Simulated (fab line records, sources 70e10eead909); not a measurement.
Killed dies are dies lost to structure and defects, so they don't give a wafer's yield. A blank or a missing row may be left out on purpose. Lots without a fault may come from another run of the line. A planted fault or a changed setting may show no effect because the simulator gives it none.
Chamber matching | flow nand_harc | NHARC_A_CHANNEL_HOLE_D2_ETCH_44 on rie_diel-12: 4 sister chambers
The step etches the open film in CF4/O2, target depth 140 nm, overetch 14 nm, time 77 s. 4 wafers are shown with their chamber, then 7 later ones without.

WAFERS WITH THEIR CHAMBER
wafer  | chamber | drypump_motor_current_A (A)
L256.4 | 3       | 6.17
L257.6 | 2       | 5.64
L260.1 | 0       | 5.93
L260.2 | 1       | 5.93

WAFERS WITHOUT THEIR CHAMBER
wafer  | drypump_motor_current_A (A)
L260.3 | 5.62
L261.2 | 5.60
L261.3 | 5.92
L261.6 | 5.87
L262.3 | 6.18
L262.4 | 5.93
L262.5 | 5.92

WHICH CHAMBER EACH WENT THROUGH
wafer  | from the rows above     | in truth
L260.3 | 2                       | 2
L261.2 | 2                       | 2
L261.3 | can't be placed: 0 or 1 | 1
L261.6 | can't be placed: 0 or 1 | 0
L262.3 | 3                       | 3
L262.4 | can't be placed: 0 or 1 | 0
L262.5 | can't be placed: 0 or 1 | 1
Placed correctly: 3 of 7. Can't be placed from these rows: 4 (the true chamber is among the candidates in 4). Placed wrongly: 0.
How it was worked out, from the rows above alone: a wafer's distance from a chamber is the root of the sum, over the readings, of the square of ((its reading less the chamber's mean) divided by the reading's scatter). The wafer belongs to the nearest chamber; if the next one is less than 2 further off, it can't be placed. A chamber's mean is the mean of its shown wafers. The scatter: with one shown wafer a chamber, the root of the mean of the squares of how far each hidden wafer lies from its nearest shown one.
